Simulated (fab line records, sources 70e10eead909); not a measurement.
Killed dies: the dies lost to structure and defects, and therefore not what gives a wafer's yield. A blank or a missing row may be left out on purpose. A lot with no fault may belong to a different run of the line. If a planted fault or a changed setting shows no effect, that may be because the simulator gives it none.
What tool caused it? || flow nandHarc || 13 lots, 39 wafers sampled, at 5 steps of a route of 1302

== WHAT EACH GAUGE READ, for each wafer ==
NHARC_A_M1_THK_MEAS_24: measures by xrf.
{"lot": "L698", "measured": "day 22 16:41", "on": "filmMetro-02", "thkNm (nm)": "155.5 155.2 155.3"}
{"lot": "L702", "measured": "day 24 09:05", "on": "filmMetro-02", "thkNm (nm)": "151.7 155.0 152.4"}
{"lot": "L704", "measured": "day 24 22:28", "on": "filmMetro-01", "thkNm (nm)": "154.2 154.6 154.2"}
{"lot": "L703", "measured": "day 25 02:39", "on": "filmMetro-01", "thkNm (nm)": "153.1 156.2 152.8"}
{"lot": "L706", "measured": "day 26 16:18", "on": "filmMetro-02", "thkNm (nm)": "151.9 153.6 155.7"}
{"lot": "L707", "measured": "day 26 17:44", "on": "filmMetro-01", "thkNm (nm)": "157.6 155.8 154.8"}
{"lot": "L708", "measured": "day 26 18:59", "on": "filmMetro-02", "thkNm (nm)": "154.4 153.6 154.4"}
{"lot": "L710", "measured": "day 27 06:36", "on": "filmMetro-01", "thkNm (nm)": "155.5 154.5 156.4"}
{"lot": "L709", "measured": "day 27 08:29", "on": "filmMetro-01", "thkNm (nm)": "154.1 156.1 154.7"}
{"lot": "L715", "measured": "day 29 12:34", "on": "filmMetro-02", "thkNm (nm)": "156.5 154.7"}
{"lot": "L714", "measured": "day 30 05:29", "on": "filmMetro-02", "thkNm (nm)": "154.3 154.4"}
{"lot": "L718", "measured": "day 31 00:20", "on": "filmMetro-02", "thkNm (nm)": "156.2 155.2 158.0"}
{"lot": "L720", "measured": "day 31 10:43", "on": "filmMetro-02", "thkNm (nm)": "153.9 156.2 154.1"}

NHARC_A_BONDPAD_OVL_MEAS_35.
{"lot": "L698", "measured": "day 22 18:44", "on": "overlay-01", "overlayXNm (nm)": "-12 -11 -12", "overlayYNm (nm)": "0 0 0"}
{"lot": "L702", "measured": "day 24 11:07", "on": "overlay-01", "overlayXNm (nm)": "1 1 1", "overlayYNm (nm)": "4 4 4"}
{"lot": "L704", "measured": "day 25 00:48", "on": "overlay-01", "overlayXNm (nm)": "0 0 0", "overlayYNm (nm)": "7 6 6"}
{"lot": "L703", "measured": "day 25 04:41", "on": "overlay-02", "overlayXNm (nm)": "1 0 0", "overlayYNm (nm)": "-5 -5 -5"}
{"lot": "L706", "measured": "day 26 18:28", "on": "overlay-02", "overlayXNm (nm)": "10 9 10", "overlayYNm (nm)": "5 5 5"}
{"lot": "L707", "measured": "day 26 19:54", "on": "overlay-01", "overlayXNm (nm)": "4 5 4", "overlayYNm (nm)": "-5 -4 -5"}
{"lot": "L708", "measured": "day 26 21:09", "on": "overlay-01", "overlayXNm (nm)": "-13 -13 -14", "overlayYNm (nm)": "-9 -9 -9"}
{"lot": "L710", "measured": "day 27 08:39", "on": "overlay-02", "overlayXNm (nm)": "-6 -5 -6", "overlayYNm (nm)": "-5 -5 -6"}
{"lot": "L709", "measured": "day 27 10:39", "on": "overlay-01", "overlayXNm (nm)": "0 0 1", "overlayYNm (nm)": "-3 -4 -4"}
{"lot": "L715", "measured": "day 29 14:37", "on": "overlay-02", "overlayXNm (nm)": "3 3", "overlayYNm (nm)": "-4 -3"}
{"lot": "L714", "measured": "day 30 07:40", "on": "overlay-02", "overlayXNm (nm)": "-12 -13", "overlayYNm (nm)": "-5 -4"}
{"lot": "L718", "measured": "day 31 02:30", "on": "overlay-01", "overlayXNm (nm)": "6 6 6", "overlayYNm (nm)": "8 8 7"}
{"lot": "L720", "measured": "day 31 13:25", "on": "overlay-02", "overlayXNm (nm)": "-5 -5 -5", "overlayYNm (nm)": "0 1 1"}

NHARC_END_SORT_01.
{"lot": "L715", "measured": "day 31 03:18", "on": "prober-01", "killedAtArray": "543 89 66", "killedAtOther": "5 3 4", "killedAtPeriphery": "2 0 3", "killedDies": "550 92 73", "killedOpen": "1 2 1", "killedShort": "1 1 5"}
{"lot": "L714", "measured": "day 31 15:32", "on": "prober-02", "killedAtArray": "80 80 596", "killedAtOther": "0 0 0", "killedAtPeriphery": "8 4 6", "killedDies": "88 84 602", "killedOpen": "4 2 3", "killedShort": "2 4 4"}

== EACH LOT AND THE TOOL THAT RAN IT (in order: tool; ch and the chambers of the sampled wafers; start) ==
{"lot": "L698", "NHARC_A_CONTACT_DEP_58": "pecvd-04 ch 0,1,2, day 21 11:36", "NHARC_A_BONDPAD_DESCUM_11": "rieDiel-09 ch 0,2, day 22 18:52"}
{"lot": "L702", "NHARC_A_CONTACT_DEP_58": "pecvd-04 ch 0,1, day 23 05:37", "NHARC_A_BONDPAD_DESCUM_11": "rieDiel-10 ch 0,2, day 24 11:15"}
{"lot": "L704", "NHARC_A_CONTACT_DEP_58": "pecvd-03 ch 0,1, day 23 16:49", "NHARC_A_BONDPAD_DESCUM_11": "rieDiel-10 ch 0,3, day 25 00:56"}
{"lot": "L703", "NHARC_A_CONTACT_DEP_58": "pecvd-02 ch 0,2, day 23 22:14", "NHARC_A_BONDPAD_DESCUM_11": "rieDiel-10 ch 0,2,3, day 25 04:49"}
{"lot": "L706", "NHARC_A_CONTACT_DEP_58": "pecvd-02 ch 1,2, day 25 08:39", "NHARC_A_BONDPAD_DESCUM_11": "rieDiel-10 ch 0,2,3, day 26 18:37"}
{"lot": "L707", "NHARC_A_CONTACT_DEP_58": "pecvd-03 ch 0,2, day 25 12:05", "NHARC_A_BONDPAD_DESCUM_11": "rieDiel-10 ch 0,2,3, day 26 20:02"}
{"lot": "L708", "NHARC_A_CONTACT_DEP_58": "pecvd-03 ch 0,1, day 25 15:22", "NHARC_A_BONDPAD_DESCUM_11": "rieDiel-10 ch 0,1,2, day 26 21:18"}
{"lot": "L710", "NHARC_A_CONTACT_DEP_58": "pecvd-04 ch 0,1, day 26 03:47", "NHARC_A_BONDPAD_DESCUM_11": "rieDiel-09 ch 0,1,3, day 27 08:47"}
{"lot": "L709", "NHARC_A_CONTACT_DEP_58": "pecvd-04 ch 0,1,2, day 26 05:50", "NHARC_A_BONDPAD_DESCUM_11": "rieDiel-09 ch 0,1,3, day 27 10:47"}
{"lot": "L715", "NHARC_A_CONTACT_DEP_58": "pecvd-04 ch 0,1,2, day 28 10:50", "NHARC_A_BONDPAD_DESCUM_11": "rieDiel-09 ch 0, day 29 14:44"}
{"lot": "L714", "NHARC_A_CONTACT_DEP_58": "pecvd-04 ch 0,1,2, day 29 01:18", "NHARC_A_BONDPAD_DESCUM_11": "rieDiel-10 ch 0,1, day 30 07:47"}
{"lot": "L718", "NHARC_A_CONTACT_DEP_58": "pecvd-03 ch 0,1, day 29 20:12", "NHARC_A_BONDPAD_DESCUM_11": "rieDiel-10 ch 0,1,2, day 31 02:38"}
{"lot": "L720", "NHARC_A_CONTACT_DEP_58": "pecvd-02 ch 0,1,2, day 30 07:59", "NHARC_A_BONDPAD_DESCUM_11": "rieDiel-10 ch 1,2, day 31 13:32"}
- NHARC_A_CONTACT_DEP_58: deposits SiON, target thk 90 nm.
- NHARC_A_BONDPAD_DESCUM_11: chemistry O2, time 3 s.

== AS READ BY THE TOOLS THEMSELVES (means over the sampled wafers that have a number; for cases with no such wafer, the mark the record gives instead) ==
NHARC_A_CONTACT_DEP_58.
{"lot": "L698", "tool": "pecvd-04", "heaterPowerW (W)": 693}
{"lot": "L702", "tool": "pecvd-04", "heaterPowerW (W)": 615}
{"lot": "L704", "tool": "pecvd-03", "heaterPowerW (W)": 769}
{"lot": "L703", "tool": "pecvd-02", "heaterPowerW (W)": 712}
{"lot": "L706", "tool": "pecvd-02", "heaterPowerW (W)": 791}
{"lot": "L707", "tool": "pecvd-03", "heaterPowerW (W)": 741}
{"lot": "L708", "tool": "pecvd-03", "heaterPowerW (W)": 778}
{"lot": "L710", "tool": "pecvd-04", "heaterPowerW (W)": 767}
{"lot": "L709", "tool": "pecvd-04", "heaterPowerW (W)": 730}
{"lot": "L715", "tool": "pecvd-04", "heaterPowerW (W)": 677}
{"lot": "L714", "tool": "pecvd-04", "heaterPowerW (W)": 725}
{"lot": "L718", "tool": "pecvd-03", "heaterPowerW (W)": 737}
{"lot": "L720", "tool": "pecvd-02", "heaterPowerW (W)": 712}

NHARC_A_BONDPAD_DESCUM_11.
{"lot": "L698", "tool": "rieDiel-09", "drypumpMotorCurrentA (A)": 5.5, "oesProductAu (a.u.)": 0.996, "rfVppV (V)": 58.3, "showerheadPlenumPTorr (Torr)": 1.91, "throttleValvePct (%)": 11.316}
{"lot": "L702", "tool": "rieDiel-10", "drypumpMotorCurrentA (A)": 6.3, "oesProductAu (a.u.)": 0.989, "rfVppV (V)": 57.1, "showerheadPlenumPTorr (Torr)": 1.91, "throttleValvePct (%)": 11.330}
{"lot": "L704", "tool": "rieDiel-10", "drypumpMotorCurrentA (A)": 5.9, "oesProductAu (a.u.)": 1.005, "rfVppV (V)": 58.6, "showerheadPlenumPTorr (Torr)": 1.99, "throttleValvePct (%)": 11.313}
{"lot": "L703", "tool": "rieDiel-10", "drypumpMotorCurrentA (A)": 6.0, "oesProductAu (a.u.)": 1.005, "rfVppV (V)": 58.2, "showerheadPlenumPTorr (Torr)": 1.97, "throttleValvePct (%)": 11.309}
{"lot": "L706", "tool": "rieDiel-10", "drypumpMotorCurrentA (A)": 6.1, "oesProductAu (a.u.)": 1.001, "rfVppV (V)": 58.0, "showerheadPlenumPTorr (Torr)": 1.97, "throttleValvePct (%)": 11.309}
{"lot": "L707", "tool": "rieDiel-10", "drypumpMotorCurrentA (A)": 6.0, "oesProductAu (a.u.)": 0.994, "rfVppV (V)": 58.7, "showerheadPlenumPTorr (Torr)": 1.97, "throttleValvePct (%)": 11.313}
{"lot": "L708", "tool": "rieDiel-10", "drypumpMotorCurrentA (A)": 5.8, "oesProductAu (a.u.)": 0.992, "rfVppV (V)": 57.5, "showerheadPlenumPTorr (Torr)": 1.97, "throttleValvePct (%)": 11.301}
{"lot": "L710", "tool": "rieDiel-09", "drypumpMotorCurrentA (A)": 6.1, "oesProductAu (a.u.)": 0.995, "rfVppV (V)": 58.1, "showerheadPlenumPTorr (Torr)": 1.94, "throttleValvePct (%)": 11.318}
{"lot": "L709", "tool": "rieDiel-09", "drypumpMotorCurrentA (A)": 6.1, "oesProductAu (a.u.)": 0.998, "rfVppV (V)": 57.3, "showerheadPlenumPTorr (Torr)": 1.94, "throttleValvePct (%)": 11.317}
{"lot": "L715", "tool": "rieDiel-09", "drypumpMotorCurrentA (A)": 6.4, "oesProductAu (a.u.)": 0.990, "rfVppV (V)": 57.9, "showerheadPlenumPTorr (Torr)": 1.98, "throttleValvePct (%)": 11.303}
{"lot": "L714", "tool": "rieDiel-10", "drypumpMotorCurrentA (A)": 5.7, "oesProductAu (a.u.)": 1.000, "rfVppV (V)": 58.2, "showerheadPlenumPTorr (Torr)": 1.96, "throttleValvePct (%)": 11.309}
{"lot": "L718", "tool": "rieDiel-10", "drypumpMotorCurrentA (A)": 5.8, "oesProductAu (a.u.)": 1.006, "rfVppV (V)": 58.6, "showerheadPlenumPTorr (Torr)": 1.97, "throttleValvePct (%)": 11.318}
{"lot": "L720", "tool": "rieDiel-10", "drypumpMotorCurrentA (A)": 5.2, "oesProductAu (a.u.)": 1.005, "rfVppV (V)": 58.5, "showerheadPlenumPTorr (Torr)": 2.04, "throttleValvePct (%)": 11.306}

== THE ANSWER, worked out from the rows above alone ==
Rule: what is usual is taken from the lots themselves. Put in order of their means at a reading, lots are off if they are a third of the lots or fewer, leave a main group of 4 or more, and stand apart from it by a gap of 3 or more times the standard deviation of the main group's means; of several such gaps the widest counts. Not used: any main group whose means are identical at the precision the tables above print for the reading. Also off: a lot with no number at a reading for which 4 or more lots have one. Where the step has rows for the other lots, those lots are counted as sound. After the gauges, taken in route order, come the tools' own readings; for these a lot's mean is taken, as printed above. The first step at which some lot is off is used, and at that step the reading that is off furthest; a lot without a number counts as furthest.
Across all readings shown, no lot is off: no conclusion can be drawn from this.

== WHAT THE SIMULATOR HAD INSERTED ==
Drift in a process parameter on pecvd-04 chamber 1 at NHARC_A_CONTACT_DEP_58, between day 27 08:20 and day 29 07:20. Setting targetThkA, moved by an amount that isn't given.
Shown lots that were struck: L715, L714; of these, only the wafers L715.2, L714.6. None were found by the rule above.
